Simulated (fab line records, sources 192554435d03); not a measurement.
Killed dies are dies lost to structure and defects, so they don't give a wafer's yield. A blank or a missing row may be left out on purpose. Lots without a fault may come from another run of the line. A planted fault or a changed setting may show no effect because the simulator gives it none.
fab line records | flow n5_finfet
record lots=4 wafers=12 last_day=16
route steps=1938 shown SD_EPI_N@276 SD_EPI_P@295 SD_ACTIVATION@332 MOL_CONTACT_COAG@537 BEOL_M4@1111 PASSIVATION@1936
lots that met no fault: from a run of the same line without faults
start_h: hours from the record's first day to the start of the lot's first wafer shown | wait_h: hours since the lot's step before | " the same as in the row above | L1.1+2: a row that stands for several wafers | - no value, or no start given | * or withheld: withheld | < > ~ a bound
route shown NAME@n: a module of which the file shows steps, and the number in the route of the first | usual: mean/standard deviation of fault-free wafers | same: alike in all rows | chamber/n: place in a boat | sites: the reading at each site | _std_site: their standard deviation | _edge_site: outer sites' mean less inner sites' | radius_mm: how far each site lies from the wafer's centre | mask NAME#n: copy n | behind: the tool/chamber that last shaped the wafer | hold: why the lot was held/for how many hours/how that ended | device: the transistor (n, p or np) that didn't switch | end of line: the same wafers' tests at the end of the route | a step without rows: its recipe alone | killed: dies lost to structure and defects at the first sort, not the wafer's yield | map: a wafer's dies, x killed, . not, _ none there
set.NAME: the setting as run; set.NAME@STEP: as run at that earlier step | model.NAME: the simulator's own value behind a step, which no gauge read
lots at some steps of the route; a table a step, a row a wafer
services: from which hour (start_h, from the record's first day; less than 0 if before it) a tool's chamber was out of use, for how many hours, and why
## steps
# step N5_SD_EPI_N_STRIP_36
# recipe chemistry=N2/H2 temp_c=40 n2_flow_sccm=200 h2_flow_sccm=200 rf_frequency_hz=6e+07
# step N5_SD_EPI_N_ETCHBACK_44
# recipe chemistry=CH3F/O2 mode=anisotropic_etchback target=SiNx target_depth_a=145 stop_on=SiO2 over_etch_frac=0.3 ion_energy_ev=120 pressure_mtorr=30 source_w=395 bias_w=73 Ar_flow_sccm=150 CH3F_flow_sccm=30 O2_flow_sccm=20
# step N5_SD_EPI_N_ETCH_45
# recipe chemistry=CH3F/O2 target=SiOCN target_depth_a=60 mask_material=SOC ion_energy_ev=60 bias_w=29 pressure_mtorr=15 source_w=410 Ar_flow_sccm=150 CH3F_flow_sccm=30 O2_flow_sccm=20
# step N5_SD_EPI_N_ETCH_16
# recipe chemistry=CHF3/O2 target=SiO2 target_depth_a=50 mask_material=SOC pressure_mtorr=30 source_w=650 bias_w=170 Ar_flow_sccm=200 CHF3_flow_sccm=50 O2_flow_sccm=5 ion_energy_ev=200
# step N5_SD_EPI_N_STRIP_47
# recipe chemistry=CHF3/O2 resist=SiARC rf_frequency_hz=6e+07
# step N5_SD_EPI_N_SD_RECESS_17
# recipe chemistry=HBr/Cl2/O2 target_depth_a=410 mask_material=SOC time_s=23.7 bt_time_s=3 pressure_mtorr=10 icp_w=800 bias_w=112 HBr_flow_sccm=150 Cl2_flow_sccm=80 O2_flow_sccm=12
# step N5_SD_EPI_N_STRIP_38
# recipe chemistry=N2/H2 power_w=1000 temp_c=250 h2_frac=0.65 overash_fraction=0.3 pressure_mtorr=withheld n2_flow_sccm=1750 h2_flow_sccm=3250
# step N5_SD_EPI_N_WET_ETCH_43
# recipe chemistry=dHF dilution=withheld time_s=14 target=SiO2 target_depth_a=15 temp_c=25
# step N5_SD_EPI_N_STRIP_18
# recipe chemistry=SPM time_s=750 temp_c=130 h2so4_h2o2_vol_ratio=4
# step N5_SD_EPI_N_SRD_20
# recipe dry=ipa_marangoni do_ppb=5 time_s=30 temp_c=23 rinse_liquid=diw
# step N5_SD_EPI_N_PRECLEAN_48
# recipe chemistry=NF3:NH3 afs_cycles=2 temp_c=30 time_s=20 sublimation_temp_c=180 sublimation_time_s=60 pressure_torr=3 rf_power_w=30
# step N5_SD_EPI_N_VAPOR_ETCH_50
# recipe chemistry=HCl target=Si temp_c=775 time_s=54 pressure_torr=20 mode=isotropic
# step N5_SD_EPI_N_EPI_21
# recipe material=Si:P dopant=P temp_c=680 pressure_torr=255 time_s=690
# usual chamber_pressure_Torr=254.9/0.57 susceptor_temp_C=680.01/0.28
# same epi_growth_time_s=690
# columns lot.wafer tool chamber start_h wait_h chamber_pressure_Torr susceptor_temp_C model.Si-P_of_SD_EPI_N_EPI_21.thk_nm
L915.3 epi_rpcvd-03 0 63.08 0.7 255.3 679.72 60
L915.5 " 0 " " 255.8 679.96 59.6
L915.6 " 0 " " 255.3 679.63 59.4
L925.4 epi_rpcvd-03 0 124.30 1.2 107.1 680.07 41.4
L925.5 " 0 " " 106.9 680.19 41.4
L925.6 " 0 " " 106.7 679.92 40.6
L927.1 epi_rpcvd-03 0 136.85 0.2 107.5 680.26 42.2
L927.4 " 0 137.97 1.2 107.7 680.23 40.8
L927.6 " 0 " " 107.1 680.18 41.4
L932.2 epi_rpcvd-04 0 167.90 0.5 257.0 680.09 58.2
L932.4 " 0 " " 254.7 680.52 57.8
L932.5 " 0 " " 255.5 680.38 58
# step N5_SD_EPI_N_EPI_MEAS_23
# recipe mode=xrd
# usual thk_nm=59.1/1.1
# columns lot.wafer tool chamber start_h wait_h thk_nm
L915.3 film_metro-02 - 64.24 0.9 60.9
L915.5 " - " " 59.7
L915.6 " - " " 59.4
L925.4 film_metro-02 - 125.46 0.8 41.7
L925.5 " - " " 40.9
L925.6 " - " " 40.2
L927.1 film_metro-02 - 139.13 1.9 41.2
L927.4 " - " " 42.5
L927.6 " - " " 41.4
L932.2 film_metro-02 - 169.80 1.5 59.2
L932.4 " - " " 58.6
L932.5 " - " " 57.2
# step N5_SD_EPI_N_PRECLEAN_24
# recipe chemistry=O3/DIW time_s=60 temp_c=22 o3_ppm=10
# step N5_SD_EPI_N_SRD_25
# recipe time_s=30 temp_c=23 rinse_liquid=diw dry=ipa_marangoni
# step N5_SD_EPI_N_PRECLEAN_49
# recipe chemistry=NF3:NH3 afs_cycles=1 temp_c=30 time_s=20 sublimation_temp_c=180 sublimation_time_s=60 pressure_torr=3 rf_power_w=30
# step N5_SD_EPI_N_LINER_46
# recipe material=SiNx target_thk_a=30 temp_c=400 ald_precursor_family=SiH2I2 ald_co_reactant=N2/H2-plasma pressure_torr=2
# step N5_SD_EPI_P_COAT_34
# recipe resist=SOC temp_c=250 time_s=60 spin_rpm=1500 resist_thk_nm=350
# step N5_SD_EPI_P_COAT_35
# recipe resist=SiARC temp_c=220 time_s=60 spin_rpm=1500 resist_thk_nm=35
# step N5_SD_EPI_P_COAT_03
# recipe resist=CAR-ArF-block spin_rpm=1500 resist_thk_nm=150
# step N5_SD_EPI_P_EBR_05
# recipe solvent=PGMEA ebr_width_mm=1.5
# step N5_SD_EPI_P_SOFTBAKE_04
# recipe temp_c=110 time_s=60 resist=CAR-ArF-block
# step N5_SD_EPI_P_EXPOSE_06
# recipe mask_id=SD_P_BLK na=1.35 source_shape=conventional sigma_outer=0.8 polarization=unpolarized target_cd_nm=240 dose_mj=39.5
# step N5_SD_EPI_P_PEB_07
# recipe peb_temp_c=110 peb_time_s=60 resist=CAR-ArF-block
# step N5_SD_EPI_P_DEVELOP_08
# recipe develop_time_s=30 developer=TMAH resist=CAR-ArF-block dev_temp_c=23 rinse_liquid=diw dry=air_spin
# step N5_SD_EPI_P_DESCUM_14
# recipe chemistry=O2 time_s=7.9 source_power_w=50 bias_power_w=20 pressure_mtorr=20 rf_frequency_hz=2.712e+07 temp_c=40 resist=CAR-ArF-block o2_flow_sccm=225
# step N5_SD_EPI_P_ETCH_36
# recipe chemistry=CF4 target=SiARC target_depth_a=455 mask_material=CAR-ArF-block time_s=75.8 ion_energy_ev=80 pressure_mtorr=40 source_w=545 bias_w=36 Ar_flow_sccm=100 cf4_flow_sccm=100 ends=cleared
# step N5_SD_EPI_P_ETCH_37
# recipe chemistry=N2/H2 target=SOC overetch_a=1080 mask_material=SiARC temp_c=40 ion_energy_ev=100 source_w=3000 bias_w=133 pressure_mtorr=20 time_s=486 n2_flow_sccm=200 h2_flow_sccm=200 ends=end_point
# step N5_SD_EPI_P_STRIP_38
# recipe chemistry=N2/H2 temp_c=40 n2_flow_sccm=200 h2_flow_sccm=200 rf_frequency_hz=6e+07
# step N5_SD_EPI_P_ETCHBACK_46
# recipe chemistry=CH3F/O2 mode=anisotropic_etchback target=SiNx target_depth_a=175 stop_on=SiO2 over_etch_frac=0.3 ion_energy_ev=120 pressure_mtorr=30 source_w=395 bias_w=73 Ar_flow_sccm=150 CH3F_flow_sccm=30 O2_flow_sccm=20
# step N5_SD_EPI_P_ETCH_47
# recipe chemistry=CH3F/O2 target=SiOCN target_depth_a=250 mask_material=SOC ion_energy_ev=60 bias_w=29 pressure_mtorr=30 source_w=410 Ar_flow_sccm=150 CH3F_flow_sccm=30 O2_flow_sccm=20
# step N5_SD_EPI_P_ETCH_16
# recipe chemistry=CHF3/O2 target=SiO2 target_depth_a=50 mask_material=SOC pressure_mtorr=30 source_w=650 bias_w=170 Ar_flow_sccm=200 CHF3_flow_sccm=50 O2_flow_sccm=5 ion_energy_ev=200
# step N5_SD_EPI_P_STRIP_50
# recipe chemistry=CHF3/O2 resist=SiARC rf_frequency_hz=6e+07
# step N5_SD_EPI_P_SD_RECESS_17
# recipe chemistry=HBr/Cl2/O2 target_depth_a=391 bt_time_s=3 pressure_mtorr=10 icp_w=800 bias_w=112 HBr_flow_sccm=150 Cl2_flow_sccm=80 O2_flow_sccm=12
# step N5_SD_EPI_P_WET_ETCH_45
# recipe chemistry=dHF dilution=withheld time_s=10.7 target=SiO2 target_depth_a=20 temp_c=25 dry=ipa_marangoni rinse_time_s=30 rinse_temp_c=23
# step N5_SD_EPI_P_STRIP_40
# recipe chemistry=N2/H2 power_w=1000 temp_c=250 h2_frac=0.65 overash_fraction=0.3 pressure_mtorr=withheld n2_flow_sccm=1750 h2_flow_sccm=3250
# step N5_SD_EPI_P_PRECLEAN_52
# recipe chemistry=O3/DIW time_s=60 temp_c=22 o3_ppm=10
# step N5_SD_ACTIVATION_RS_MEAS_03
# recipe thk_meas_gauge=four-point-probe
# usual RS_SD_N=21.85/0.27 RS_SD_P=56.2/0.78
# columns lot.wafer tool chamber start_h wait_h RS_SD_N[ohm/sq] RS_SD_P[ohm/sq]
L915.3 film_metro-01 - 69.65 0.2 21.81 57.1
L915.5 " - " " 21.76 56.8
L915.6 " - " " 21.91 56.3
L925.4 film_metro-01 - 131.61 0.1 33.11 55.6
L925.5 " - " " 33.45 56.4
L925.6 " - " " 33.74 55.9
L927.1 film_metro-01 - 145.58 0.2 32.57 57.4
L927.4 " - " " 33.92 57.5
L927.6 " - " " 33.10 57.7
L932.2 film_metro-01 - 176.34 0.2 22.30 56.5
L932.4 " - " " 22.21 56.7
L932.5 " - " " 22.45 57.1
# step N5_MOL_CONTACT_COAG_ETCH_15
# recipe chemistry=CH3F/O2 target=SiNx target_depth_a=70 mask_material=SOC stop_on=Si:P over_etch_frac=0.75 ion_energy_ev=120 pressure_mtorr=30 source_w=395 bias_w=73 Ar_flow_sccm=150 CH3F_flow_sccm=30 O2_flow_sccm=20
# usual CH3F_flow_sccm=30.01/0.086 chamber_pressure_mTorr=29.998/0.027 drypump_motor_current_A=5.8/0.4 oes_f_703_au=0.79/0.093 oes_product_au=0.58/0.068 rf_vpp_V=297.1/2.7 showerhead_plenum_p_Torr=1.96/0.053 throttle_valve_pct=16.41/0.24
# columns lot.wafer tool chamber start_h wait_h CH3F_flow_sccm chamber_pressure_mTorr drypump_motor_current_A oes_f_703_au oes_product_au rf_hours_counter_h rf_vpp_V showerhead_plenum_p_Torr throttle_valve_pct model.Si-P_of_SD_EPI_N_EPI_21.thk_nm
L915.3 rie_diel-02 0 99.95 0.0 29.99 30.013 5.9 0.72 0.54 184 295.0 1.90 16.44 59.2
L915.5 " 3 " " 30.00 30.018 6.1 0.73 0.54 - 296.1 1.91 16.82 58.8
L915.6 " 2 " " 30.14 29.983 6.2 0.78 0.57 - 302.7 2.08 16.69 58.6
L925.4 rie_diel-06 0 162.22 0.0 30.09 29.967 5.8 0.94 0.68 - 298.8 1.96 16.14 41
L925.5 " 1 " " 29.93 30.054 5.9 0.73 0.55 - 300.3 1.99 16.48 40.8
L925.6 " 2 " " 30.06 30.045 5.9 0.98 0.71 - 296.7 1.97 15.87 40
L927.1 rie_diel-05 2 175.67 0.0 29.87 29.991 6.3 0.96 0.71 2 297.0 2.05 16.26 41.6
L927.4 " 3 " " 29.95 29.997 5.7 0.73 0.53 219 293.1 1.98 16.44 40.4
L927.6 " 2 " " 29.96 30.019 6.2 0.97 0.70 - 296.8 2.05 16.28 40.8
L932.2 rie_diel-02 3 205.55 0.0 29.93 29.998 6.1 0.71 0.51 206 294.1 1.90 16.89 57.4
L932.4 " 1 " " 30.06 30.020 5.0 0.74 0.53 193 295.6 1.91 16.41 57
L932.5 " 1 " " 29.89 30.012 5.0 0.74 0.53 - 296.0 1.91 16.40 57.2
# step N5_BEOL_M4_RC_MEAS_101
# usual DIBL_N=36.4/1.3 DIBL_P=36.5/1.7 IOFF_N=0.154/0.022 IOFF_P=0.202/0.025 ION_N=671/9.8 ION_P=460/6.8 RC_DENSE_N=19.0/0.33 RC_N=15.49/0.28 REXT_N=75.8/1.4 RS_SD_N=28.3/0.37 SS_N=71.6/0.54 SS_P=73.4/0.58 VT_N=250.9/2.8 VT_P=-251.4/2.7
# columns lot.wafer tool chamber start_h wait_h DIBL_N[mV/V] DIBL_P[mV/V] IOFF_N[nA/um] IOFF_P[nA/um] ION_N[uA/um] ION_P[uA/um] RC_DENSE_N[ohm.um] RC_N[ohm.um] REXT_N[ohm.um] RS_SD_N[ohm/sq] SS_N[mV/dec] SS_P[mV/dec] VT_N[mV] VT_P[mV]
L915.3 prober-02 0 175.91 0.3 38.6 38.6 0.195 0.227 683 461 19.3 15.62 76.8 28.0 72.3 74.1 248.4 -252.8
L915.5 " 0 " " 36.7 36.6 0.159 0.193 674 454 18.8 15.12 76.5 28.3 71.5 73.1 252.6 -253.6
L915.6 " 0 " " 35.7 35.6 0.140 0.183 666 453 19.4 15.61 77.3 28.4 71.4 73.6 252.6 -255.7
L925.4 prober-01 0 230.69 0.5 35.2 38.9 0.122 0.192 637 460 20.7 16.79 94.6 43.0 71.5 73.2 257.3 -252.9
L925.5 " 0 " " 33.7 37.5 0.102 0.163 634 451 20.7 16.87 96.1 43.0 71.4 72.3 260.5 -258.2
L925.6 " 0 " " 35.5 39.3 0.123 0.190 641 461 21.1 17.30 95.3 44.1 71.2 73.4 256.9 -253.5
L927.1 prober-02 0 261.41 0.0 35.0 35.8 0.124 0.198 643 467 20.4 16.59 96.7 42.5 71.7 74.0 254.9 -247.8
L927.4 " 0 " " 35.8 37.2 0.138 0.216 645 461 20.7 16.60 97.3 44.0 71.8 73.8 255.1 -251.8
L927.6 " 0 " " 34.6 35.5 0.116 0.183 644 469 20.5 16.69 95.9 43.4 71.7 73.9 256.9 -252.8
L932.2 prober-01 0 282.76 0.2 35.4 35.1 0.130 0.238 659 465 19.0 15.44 76.2 28.8 71.1 73.4 252.3 -246.2
L932.4 " 0 " " 36.8 36.0 0.153 0.235 660 459 19.1 15.39 75.9 29.1 71.4 73.9 254.5 -247.9
L932.5 " 0 " " 35.5 34.1 0.123 0.204 652 460 18.6 15.19 75.6 28.8 70.8 73.4 254.2 -250.5
# step N5_PASSIVATION_PROBE_49
# usual defect_limited_yield=91.1/1.3 killed_at_M0_to_M3=34/10 killed_at_M4_up=14/5.7 killed_at_contacts=12/5.9 killed_at_front_end=41/12 killed_at_other=4/3.1 killed_dies=105/15 killed_open=69/11 killed_short=35/7.8 sort_bin_5_function=5.3/0.81 sort_bin_6_memory=3.3/0.75 sort_bin_8_speed=0.00/0.007 sort_n_pass=1075/15 sort_yield_pct=91.1/1.3
# same gross_dies=1180 killed_at_back_side=0 sort_bin_4_leakage[%]=0
# columns lot.wafer tool chamber start_h wait_h defect_limited_yield[%] killed_at_M0_to_M3 killed_at_M4_up killed_at_contacts killed_at_front_end killed_at_other killed_dies killed_open killed_short sort_bin_5_function[%] sort_bin_6_memory[%] sort_bin_8_speed[%] sort_n_pass sort_yield_pct[%]
L915.3 prober-02 - 275.56 0.1 93.5 14 15 8 38 2 77 59 17 3.4 3.0 0 1103 93.5
L915.5 prober-02 - 275.66 0.2 91.9 25 18 15 34 3 95 66 29 5.3 2.5 0 1085 91.9
L915.6 prober-02 - 275.71 0.3 91.4 40 11 7 43 0 101 65 33 5.4 2.7 0 1079 91.4
L925.4 prober-02 - 343.81 0.2 90.1 20 23 9 59 6 117 82 33 5.7 4.1 0.17 1061 89.9
L925.5 prober-02 - 343.86 0.2 91.7 31 16 8 40 3 98 63 34 4.5 3.6 1.78 1061 89.9
L925.6 prober-02 - 343.91 0.3 90.3 39 15 8 46 6 114 81 31 5.3 4.0 0 1066 90.3
L927.1 prober-01 - 364.17 0.0 89.8 37 21 20 35 7 120 81 37 5.8 3.7 2.03 1036 87.8
L927.4 prober-01 - 364.32 0.2 90.3 25 20 15 54 1 115 69 45 5.8 3.3 1.19 1051 89.1
L927.6 prober-01 - 364.42 0.3 90.8 18 35 19 30 6 108 69 36 4.7 3.7 0.17 1070 90.7
L932.2 prober-02 - 387.41 0.1 90.4 25 22 8 51 7 113 82 31 6.1 3.3 0 1067 90.4
L932.4 prober-02 - 387.51 0.2 91.7 24 16 14 37 7 98 63 35 5.2 2.8 0 1082 91.7
L932.5 prober-02 - 387.56 0.2 93.4 30 14 2 31 1 78 57 21 4.4 2.1 0 1102 93.4
# killed by level:class
L915.3 STI_FIN_REVEAL:geometric_particle:open=10 BEOL_M4:geometric_particle:open=9 FIN_SAQP:geometric_particle:open=8 MOL_CONTACT_COAG:geometric_particle:open=8 FIN_SAQP:geometric_particle:short=7 BEOL_M2:geometric_particle:open=4 DUMMY_GATE:geometric_particle:open=3 BEOL_M3:geometric_particle:open=3
L915.5 MOL_CONTACT_COAG:geometric_particle:open=11 STI_FIN_REVEAL:geometric_particle:open=9 BEOL_M1:geometric_particle:open=9 BEOL_M4:geometric_particle:open=8 FIN_SAQP:geometric_particle:short=6 GATE_CUT:geometric_particle:open=5 BEOL_M0_SAQP:geometric_particle:short=5 MOL_CONTACT_COAG:geometric_particle:short=4
L915.6 STI_FIN_REVEAL:geometric_particle:open=16 BEOL_M0_SAQP:geometric_particle:short=9 BEOL_M3:geometric_particle:open=7 STI_FIN_REVEAL:geometric_particle:short=7 BEOL_M1:geometric_particle:open=7 BEOL_M2:geometric_particle:open=7 FIN_SAQP:geometric_particle:open=5 MOL_CONTACT_COAG:geometric_particle:open=5
L925.4 STI_FIN_REVEAL:geometric_particle:open=14 MOL_CONTACT_COAG:geometric_particle:open=8 FIN_SAQP:geometric_particle:open=7 BEOL_M5:geometric_particle:open=6 DUMMY_GATE:geometric_particle:open=5 GATE_CUT:geometric_particle:short=5 BEOL_M0_SAQP:geometric_particle:short=5 BEOL_M2:geometric_particle:open=5
L925.5 STI_FIN_REVEAL:geometric_particle:open=17 BEOL_M0_SAQP:geometric_particle:short=10 BEOL_M4:geometric_particle:open=8 MOL_CONTACT_COAG:geometric_particle:open=8 FIN_SAQP:geometric_particle:open=5 BEOL_M0_SAQP:geometric_particle:open=5 FIN_SAQP:geometric_particle:short=4 BEOL_M3:geometric_particle:open=4
L925.6 BEOL_M3:geometric_particle:open=12 FIN_SAQP:geometric_particle:short=10 FIN_SAQP:geometric_particle:open=9 MOL_CONTACT_COAG:geometric_particle:open=7 BEOL_M4:geometric_particle:open=6 BEOL_M1:geometric_particle:open=6 BEOL_M0_SAQP:geometric_particle:open=5 STI_FIN_REVEAL:geometric_particle:open=5
L927.1 MOL_CONTACT_COAG:geometric_particle:open=16 STI_FIN_REVEAL:geometric_particle:open=11 BEOL_M4:geometric_particle:open=11 BEOL_M0_SAQP:geometric_particle:open=9 BEOL_M1:geometric_particle:open=8 BEOL_M3:geometric_particle:open=6 GATE_CUT:geometric_particle:short=5 BEOL_M0_SAQP:geometric_particle:short=5
L927.4 MOL_CONTACT_COAG:geometric_particle:open=12 BEOL_M0_SAQP:geometric_particle:open=10 ILD0:geometric_particle:short=8 BEOL_M4:geometric_particle:open=8 STI_FIN_REVEAL:geometric_particle:open=7 GATE_CUT:geometric_particle:short=6 GATE_CUT:geometric_particle:open=6 FIN_SAQP:geometric_particle:open=5
L927.6 BEOL_M4:geometric_particle:open=21 MOL_CONTACT_COAG:geometric_particle:open=17 STI_FIN_REVEAL:geometric_particle:open=7 GATE_CUT:geometric_particle:short=6 BEOL_M2:geometric_particle:short=6 BEOL_M0:geometric_particle:short=4 BEOL_M1:geometric_particle:open=4 BEOL_M4:geometric_particle:short=3
L932.2 STI_FIN_REVEAL:geometric_particle:open=14 BEOL_M4:geometric_particle:open=12 FIN_SAQP:geometric_particle:short=10 FIN_SAQP:geometric_particle:open=9 MOL_CONTACT_COAG:geometric_particle:open=6 BEOL_M2:geometric_particle:open=5 BEOL_M8:geometric_particle:open=5 BEOL_M0_SAQP:geometric_particle:open=4
L932.4 MOL_CONTACT_COAG:geometric_particle:open=12 FIN_SAQP:geometric_particle:short=9 BEOL_M4:geometric_particle:open=8 BEOL_M0_SAQP:geometric_particle:open=7 STI_FIN_REVEAL:geometric_particle:open=5 GATE_CUT:geometric_particle:short=5 BEOL_M1:geometric_particle:open=4 BEOL_M1:geometric_particle:short=4
L932.5 FIN_SAQP:geometric_particle:open=9 BEOL_M2:geometric_particle:open=9 BEOL_M4:geometric_particle:open=7 BEOL_M3:geometric_particle:open=7 FIN_SAQP:geometric_particle:short=5 STI_FIN_REVEAL:geometric_particle:open=5 BEOL_M0_SAQP:geometric_particle:open=3 BEOL_M0:geometric_particle:open=3
# map L925.4 (x killed, . not)
_________________.........x..________________
______________....x............._____________
___________........x...xx.......x..__________
__________..........x...x..x...x..x._________
________.........................x...._______
_______x.........x.x..........x........______
______................xx...x....x......._____
_____.............x............x.........____
____x.x.x....x...xx....................x..___
___.................x.x.......x.........x..__
___...x....................................__
__..x..........x............................_
__......xx...........x...x.............x...._
_....x....................................x..
_.x........x................x..........xx....
_............................xx..............
_..........................x....xx.....x...x.
_x.......x......x.......x....x...............
_.............x.....x.............x..........
_.x............x...xxx.x......x.....x.x...x..
_.x.x..................x....x............x...
__..x.............x..x.....xx......x........_
__.....x.x.............x..............x...x._
___.....x....x........x....................__
___.x........x.....x........x..............__
____................x.....................___
_____.xx.........x.......................____
______....x............x..........x....._____
_______.........x....................x.______
________........x.....xx......x......x_______
__________.......x.x.........x....x._________
___________....................x...__________
______________....x.x..........._____________
_________________............________________
# map L927.1 (x killed, . not)
_________________............________________
______________....x............._____________
___________...x..........x........x__________
__________..x...x.x.....x.....x....._________
________...........x...x............x._______
_______x....x.......x..x...............______
______.x...............x..........x....._____
_____......x...xx.....................x..____
____...............................x......___
___......x.x.....x....xx..........x....x...__
___......x......x...x.......xx.......x...x.__
__.........x............x.xx.......x...xx..._
__..........x.........................x....._
_.x...........x..................xx...x......
_.....x....x............x..........xx....x...
_........x...................................
_............x....x.............x............
_......x............x................x.......
_...x.....x....................x...x.x.......
_...........x...........x....x.x.......x...x.
_..........x.x................x.x............
__............x................x.....x......_
__.x.............x...x..........x..........._
___........x.xx.............x.x............__
___.......................x.....x........x.__
____..x...................................___
_____..x.................................____
______......x..x........x....x.........._____
_______...............x..x...x.....x..x______
________.......x.x.....x......x......x_______
__________.................x........_________
___________.....xx......xx........x__________
______________......x....x......_____________
_________________.......x....________________
## services
# columns tool chamber start_h hours kind
rie_diel-05 0 40.26 8.8 repair
rie_diel-05 0 67.15 3.7 repair
rie_diel-02 2 90.82 4.3 repair
rie_diel-06 0 102.20 - clean
rie_diel-06 0 102.20 - consumable_replace:focus_ring
rie_diel-06 0 102.20 26.8 scheduled_down
rie_diel-06 0 102.20 26.8 vent_cycle
rie_diel-05 1 112.02 - clean
rie_diel-05 1 112.02 - consumable_replace:focus_ring
rie_diel-05 1 112.02 15.9 scheduled_down
rie_diel-05 1 112.02 15.9 vent_cycle
rie_diel-05 3 117.14 1.4 repair
rie_diel-06 2 129.03 - clean
rie_diel-06 2 129.03 - consumable_replace:focus_ring
rie_diel-06 2 129.03 18.5 scheduled_down
rie_diel-06 2 129.03 18.5 vent_cycle
epi_rpcvd-03 - 150.90 1.0 repair
rie_diel-05 2 154.21 - clean
rie_diel-05 2 154.21 - consumable_replace:focus_ring
rie_diel-05 2 154.21 16.2 scheduled_down
epi_rpcvd-04 - 158.23 6.0 pm
rie_diel-05 0 158.30 8.1 repair
rie_diel-02 2 180.54 3.9 repair
rie_diel-05 3 185.11 4.9 repair
## key
first_sign step=N5_SD_EPI_N_EPI_21 reading=chamber_pressure_Torr direction=down sigmas=99+ usual=254.9 struck=107.2
effect step=N5_SD_EPI_N_EPI_MEAS_23 reading=thk_nm direction=down sigmas=16 usual=* struck=*
effect step=N5_SD_ACTIVATION_RS_MEAS_03 reading=RS_SD_N direction=up sigmas=42 usual=21.85 struck=33.31
effect step=N5_BEOL_M4_RC_MEAS_101 reading=RS_SD_N direction=up sigmas=41 usual=28.3 struck=43.3
effect step=N5_BEOL_M4_RC_MEAS_101 reading=REXT_N direction=up sigmas=14 usual=75.8 struck=96.0
effect step=N5_BEOL_M4_RC_MEAS_101 reading=RC_DENSE_N direction=up sigmas=5.1 usual=19.0 struck=20.7
effect step=N5_BEOL_M4_RC_MEAS_101 reading=RC_N direction=up sigmas=4.7 usual=15.49 struck=16.81
effect step=N5_BEOL_M4_RC_MEAS_101 reading=ION_N direction=down sigmas=3.1 usual=671 struck=641
effect step=N5_BEOL_M4_RC_MEAS_101 reading=VT_N direction=up sigmas=2.2 usual=250.9 struck=256.9
effect step=N5_BEOL_M4_RC_MEAS_101 reading=IOFF_N direction=down sigmas=1.5 usual=0.154 struck=0.121
effect step=N5_PASSIVATION_PROBE_49 reading=sort_bin_8_speed direction=up sigmas=10 usual=0.00 struck=0.89 wafers_moved=5
model_effect step=N5_SD_EPI_N_EPI_21 value=Si-P_of_SD_EPI_N_EPI_21.thk_nm without=58.4 struck=41.3
model_effect step=N5_MOL_CONTACT_COAG_ETCH_15 value=Si-P_of_SD_EPI_N_EPI_21.thk_nm without=57.6 struck=40.76
met_at N5_SD_EPI_N_EPI_21
struck_wafers L925.4,L925.5,L925.6,L927.1,L927.4,L927.6
onset_between 63.08 124.30
fault kind=process_parameter_drift tool=epi_rpcvd-03 chamber=- onset_h=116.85 steps=N5_SD_EPI_N_EPI_21 channel=pressure_torr offset=-147.64 shape=step end_h=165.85 acts_in=these_recipes_only stated=255
